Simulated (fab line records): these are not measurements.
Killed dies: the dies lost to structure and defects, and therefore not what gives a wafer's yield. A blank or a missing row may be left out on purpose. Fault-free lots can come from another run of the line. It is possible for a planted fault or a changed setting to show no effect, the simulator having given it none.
Chamber matching | flow nand_harc | ald_hk-01 running NHARC_A_CHANNEL_FILL_D1_ALD_25: 4 sister chambers
The step deposits SiOx, target thk 60 nm, pulse time 10 s, ald cycles 600. 16 wafers are shown with their chamber, then 8 later ones without.

WAFERS, EACH WITH ITS CHAMBER
wafer  | chamber | heater_power_w (W) | precursor_pulse_height_rel
L075.3 | 3       | 466                | 1.005
L075.4 | 0       | 496                | 0.989
L075.6 | 2       | 399                | 0.987
L077.2 | 1       | 384                | 0.998
L077.4 | 0       | 508                | 0.993
L077.3 | 3       | 469                | 0.986
L080.1 | 2       | 391                | 1.023
L080.2 | 1       | 379                | 0.987
L080.5 | 0       | 508                | 1.036
L083.3 | 3       | 488                | 0.968
L083.1 | 1       | 387                | 0.984
L083.6 | 0       | 493                | 1.015
L086.1 | 2       | 384                | 0.964
L086.2 | 1       | 385                | 1.005
L086.6 | 2       | 384                | 0.969
L088.2 | 3       | 473                | 0.973

SIGNATURES (averages over the wafers above)
reading                    | chamber 0 | chamber 1 | chamber 2 | chamber 3 | scatter within a chamber
heater_power_w             | 501.25    | 383.75    | 389.50    | 474.00    | 7.42
precursor_pulse_height_rel | 1.00825   | 0.99350   | 0.98575   | 0.98300   | 0.0197
Rule: for each reading, subtract the chamber's mean from the wafer's reading, divide by that reading's scatter and square the result; add these up over the readings and take the root, which gives the wafer's distance from the chamber. The wafer belongs to the nearest chamber; if the next one is less than 2 further off, it can't be placed. How the scatter is found: for the shown wafers, subtract from each reading the mean of its chamber, square and add these, divide the total by (wafers less chambers), then take the root.

WAFERS MISSING THEIR CHAMBER
wafer  | heater_power_w (W) | precursor_pulse_height_rel
L088.3 | 385                | 0.994
L088.6 | 480                | 1.000
L094.2 | 397                | 1.004
L094.5 | 487                | 1.029
L094.6 | 492                | 0.985
L095.3 | 504                | 0.993
L095.1 | 478                | 1.042
L095.2 | 387                | 0.965

WHICH CHAMBER EACH WENT THROUGH
wafer  | from the rows above     | in truth
L088.3 | can't be placed: 1 or 2 | 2
L088.6 | can't be placed: 3 or 0 | 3
L094.2 | can't be placed: 2 or 1 | 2
L094.5 | can't be placed: 0 or 3 | 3
L094.6 | can't be placed: 0 or 3 | 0
L095.3 | 0                       | 0
L095.1 | can't be placed: 3 or 0 | 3
L095.2 | can't be placed: 2 or 1 | 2
Correct placement for 1 of the 8. From these rows, 7 cannot be placed; in 7 the true chamber is one of the candidates. Placed wrongly: 0.
